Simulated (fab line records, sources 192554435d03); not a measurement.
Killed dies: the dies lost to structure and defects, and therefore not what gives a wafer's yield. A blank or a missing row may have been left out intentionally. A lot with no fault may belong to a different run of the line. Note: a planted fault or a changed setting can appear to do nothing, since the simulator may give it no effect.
Split-lot study | flow n5 finfet | on a route of 1938 steps: 7 lots, 39 wafers read

== ON THE SPLIT ==
At N5_PASSIVATION_ETCH_54 (etches SiO2 in CHF3/O2, target depth 880 nm, time 440 s), the setting time s was moved away from the recipe's 440 s on 18 of the 39 wafers read, by -45.5% to +57.8%. For the rest of the wafers, this setting stayed at what the recipe calls for.

The reading is taken at the split's own step.

== THE READING ==
PASSIVATION.feature depth nm (the simulator's own value, which no gauge read), in nm, at N5_PASSIVATION_ETCH_54 (etches SiO2 in CHF3/O2, target depth 880 nm, time 440 s). There is no usual value for it anywhere in the file. Here, 21 wafers ran the recipe; their average is 875.8 nm with a standard deviation of 16 nm.

wafer  | tool, chamber at the split | time s as run, s | against the recipe | PASSIVATION.feature depth nm, nm | against lot-mates on the recipe
L077.1 | rie diel-04, 2             | 440              | recipe             | 896.6                            | -
L077.2 | rie diel-04, 0             | 662.2            | +50.5%             | 1274                             | +382.0
L077.3 | rie diel-04, 1             | 662.2            | +50.5%             | 1323                             | +431.0
L077.4 | rie diel-04, 3             | 440              | recipe             | 892                              | -
L077.5 | rie diel-04, 0             | 662.2            | +50.5%             | 1270                             | +378.0
L077.6 | rie diel-04, 3             | 440              | recipe             | 887.4                            | -
L079.1 | rie diel-04, 3             | 694.4            | +57.8%             | 1366                             | +488.9
L079.2 | rie diel-04, 1             | 694.4            | +57.8%             | 1358                             | +480.9
L079.3 | rie diel-04, 2             | 440              | recipe             | 891.2                            | -
L079.4 | rie diel-04, 3             | 694.4            | +57.8%             | 1370                             | +492.9
L079.5 | rie diel-04, 2             | 440              | recipe             | 879                              | -
L079.6 | rie diel-04, 1             | 440              | recipe             | 861.2                            | -
L078.1 | rie diel-05, 0             | 555.5            | +26.2%             | 1124                             | +254.9
L078.2 | rie diel-05, 1             | 440              | recipe             | 872.6                            | -
L078.3 | rie diel-05, 2             | 555.5            | +26.2%             | 1067                             | +197.9
L078.4 | rie diel-05, 3             | 440              | recipe             | 869.2                            | -
L078.5 | rie diel-05, 0             | 555.5            | +26.2%             | 1120                             | +250.9
L078.6 | rie diel-05, 1             | 440              | recipe             | 865.4                            | -
L088.1 | rie diel-04, 2             | 346.6            | -21.2%             | 696                              | -174.2
L088.2 | rie diel-04, 3             | 440              | recipe             | 866                              | -
L088.3 | rie diel-04, 1             | 440              | recipe             | 869                              | -
L088.4 | rie diel-04, 0             | 346.6            | -21.2%             | 687.2                            | -183.0
L088.5 | rie diel-04, 0             | 440              | recipe             | 875.6                            | -
L088.6 | rie diel-04, 3             | 346.6            | -21.2%             | 685.2                            | -185.0
L089.2 | rie diel-05, 1             | 440              | recipe             | 883.4                            | -
L089.3 | rie diel-05, 2             | 440              | recipe             | 842.6                            | -
L089.4 | rie diel-05, 3             | 440              | recipe             | 866.8                            | -
L090.1 | rie diel-06, 0             | 440              | recipe             | 870                              | -
L090.2 | rie diel-06, 1             | 363.1            | -17.5%             | 732.4                            | -146.1
L090.3 | rie diel-06, 3             | 363.1            | -17.5%             | 739.8                            | -138.7
L090.4 | rie diel-06, 0             | 440              | recipe             | 866.2                            | -
L090.5 | rie diel-06, 3             | 440              | recipe             | 899.4                            | -
L090.6 | rie diel-06, 1             | 363.1            | -17.5%             | 728.2                            | -150.3
L094.1 | rie diel-05, 2             | 440              | recipe             | 844.6                            | -
L094.2 | rie diel-05, 0             | 440              | recipe             | 895.6                            | -
L094.3 | rie diel-05, 3             | 239.6            | -45.5%             | 474.6                            | -405.0
L094.4 | rie diel-05, 1             | 239.6            | -45.5%             | 477.8                            | -401.8
L094.5 | rie diel-05, 0             | 440              | recipe             | 898.6                            | -
L094.6 | rie diel-05, 3             | 239.6            | -45.5%             | 476.4                            | -403.2

THE FIT
A straight line over all 39 wafers: PASSIVATION.feature depth nm changes by +8.48 nm for each +1% of time s; r = +1.00; the points scatter about the line by 17 nm.
The same after taking each lot's own level away (the mean of its wafers on the recipe; 39 wafers): +8.42 nm for each +1%; r = +1.00; scatter 18 nm.
The reading moves by 4.9e+02 nm for the largest change in time s, on that fit.
The span of the lots' own levels, 864.27 to 892.00 nm, comes to 1.7 times the standard deviation stated above.
Hence the lot-to-lot level has little effect on the slope; both slopes agree.
Check: with one of the wafers moved furthest among these (+57.8%) left out of the fit, the line predicts +484 nm for it against its lot-mates. It came out at +489 nm against them.

== ADDITIONAL SPLITS CARRIED BY THESE WAFERS ==
These wafers also went through other splits before the reading. Each is held against what the fit with the lots' levels taken away leaves over:
other split on the same wafers            | wafers away from the commonest value | r with PASSIVATION.feature depth nm (lot level and that fit taken away)
N5_BEOL_M11_TRENCH_ETCH_37 target depth a | 18                                   | -0.02
N5_BEOL_M14_ETCH_59 time s                | 12                                   | -0.02

== THE WHOLE CHAIN: every reading that the file lists as answering this split, in the file's order ==
step                   | what it does                                            | reading                                                                       | change (the file's fit)             | r (the file's)
N5_PASSIVATION_ETCH_54 | etches SiO2 in CHF3/O2, target depth 880 nm, time 440 s | etch.depth nm (the simulator's own value, which no gauge read)                | +8.4 nm for each +1% of the setting | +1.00
N5_PASSIVATION_ETCH_54 | etches SiO2 in CHF3/O2, target depth 880 nm, time 440 s | PASSIVATION.feature depth nm (the simulator's own value, which no gauge read) | +8.4 nm for each +1% of the setting | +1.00

== FILE'S OWN FIT ==
PASSIVATION.feature depth nm changes by +8.4 nm for each +1% of time s, r = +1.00.
